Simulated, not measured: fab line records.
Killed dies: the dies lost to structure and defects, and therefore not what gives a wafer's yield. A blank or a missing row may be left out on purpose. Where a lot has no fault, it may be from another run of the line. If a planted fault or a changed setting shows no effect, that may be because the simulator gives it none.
Matching of chambers -- flow nand harc -- 4 sister chambers for NHARC_A_STAIRCASE_STRIP_476 on rie diel-01
The step strips in O2, time 20 s. 8 wafers are shown with their chamber, then 10 later ones without.

WAFERS, EACH WITH ITS CHAMBER
wafer,chamber,drypump motor current A (A),showerhead plenum p Torr (Torr)
L084.5,1,6.4,3.60
L086.3,2,5.7,3.38
L085.2,3,5.2,3.33
L088.1,0,5.0,3.46
L088.3,1,6.4,3.60
L088.4,3,5.2,3.33
L089.1,0,5.1,3.46
L089.3,2,5.7,3.37

WAFERS WHOSE CHAMBER IS MISSING
wafer,drypump motor current A (A),showerhead plenum p Torr (Torr)
L089.4,6.4,3.60
L087.1,5.2,3.33
L087.3,5.7,3.37
L087.4,6.4,3.60
L091.3,5.7,3.37
L091.5,5.2,3.33
L091.6,5.7,3.37
L097.1,5.7,3.36
L097.3,6.4,3.58
L097.6,5.7,3.36

THE CHAMBER EACH PASSED THROUGH
wafer,from the rows above,in truth
L089.4,1,1
L087.1,3,3
L087.3,2,2
L087.4,1,1
L091.3,2,2
L091.5,3,3
L091.6,2,2
L097.1,2,2
L097.3,1,1
L097.6,2,2
Correct placement for 10 of the 10. Left unplaced by these rows: 0. Placed wrongly: 0.
How it was worked out, from the rows above alone: a wafer's distance from a chamber is the root of the sum, over the readings, of the square of ((its reading less the chamber's mean) divided by the reading's scatter). The wafer belongs to the nearest chamber; if the next one is less than 2 further off, it can't be placed. For every chamber, the mean is computed from those of its wafers that are shown. The scatter is the square root of a quotient: the sum, over the shown wafers, of each reading's squared deviation from its chamber's mean, divided by wafers minus chambers.
